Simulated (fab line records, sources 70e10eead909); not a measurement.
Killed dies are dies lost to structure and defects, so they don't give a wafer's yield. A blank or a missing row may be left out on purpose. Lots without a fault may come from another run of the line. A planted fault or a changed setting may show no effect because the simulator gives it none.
One fault seen from 2 desks | flow nand_harc | each desk has only its own numbers; what lay behind them comes last

THE TOOL OWNER'S DESK: litho_track-01
The tool's own readings at NHARC_A_M0_SOFTBAKE_04 (time 55 s): means of the sampled wafers that have a number, for each lot that ran on this tool. A lot is out of limits, marked OUT, if its mean lies more than 4 standard deviations from the usual mean; the brackets give that distance.
Columns: A = heater_power_total_W at NHARC_A_M0_SOFTBAKE_04, usual 188.44 W; B = plate_temp_C at NHARC_A_M0_SOFTBAKE_04, usual 104.95 C
lot  | first seen here | A                        | B
L920 | day 23 04:00    | 188.54                   | 104.87
L922 | day 23 13:00    | 188.52                   | 104.79
L923 | day 23 14:00    | 188.53                   | 104.82
L924 | day 24 12:00    | 188.40                   | 104.93
L929 | day 26 20:00    | 188.47                   | 104.85
L937 | day 30 05:00    | 174.98 (-99 or more) OUT | 104.95
L938 | day 30 10:00    | 175.00 (-99 or more) OUT | 105.02
This desk's finding: out of limits on L937, L938; first on L937, day 30 05:00 (heater_power_total_W at NHARC_A_M0_SOFTBAKE_04). In limits: L920, L922, L923, L924, L929.

THE DEFECT DESK
What the inspections along the route counted, lot by lot: means of the sampled wafers that have a number. A lot is out of limits, marked OUT, if its mean lies more than 4 standard deviations from the usual mean; the brackets give that distance.
Columns: A = raw_defect_count at NHARC_A_M0_INSPECT_27, usual 533
lot  | first seen here | A
L920 | day 23 07:26    | 679
L921 | day 23 09:13    | 581
L922 | day 23 16:30    | 466
L923 | day 23 17:34    | 349
L924 | day 24 15:46    | 472
L927 | day 25 08:20    | 680
L930 | day 26 18:46    | 474
L929 | day 26 23:14    | 414
L931 | day 27 08:22    | 395
L932 | day 28 04:47    | 455
L934 | day 29 02:31    | 495
L937 | day 30 08:26    | 557
L938 | day 30 13:09    | 431
This desk's finding: nothing out of limits on any of the 13 lots.

PUT TOGETHER
The tool owner's desk could have raised an alarm at day 30 05:00, on L937, L938.
The defect desk saw nothing out of limits.
The defect desk has L937, L938 on record, within its limits.
Of the lots named, all ran NHARC_A_M0_SOFTBAKE_04 on litho_track-01.

WHAT THE SIMULATOR HAD PUT IN
Process parameter drift: litho_track-01, from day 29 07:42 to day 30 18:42, at NHARC_A_M0_SOFTBAKE_04. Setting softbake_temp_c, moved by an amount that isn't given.
Lots struck among those shown: L937, L938.
Hours from the fault's start to each desk's first reading out of limits: the tool owner's desk, 21.
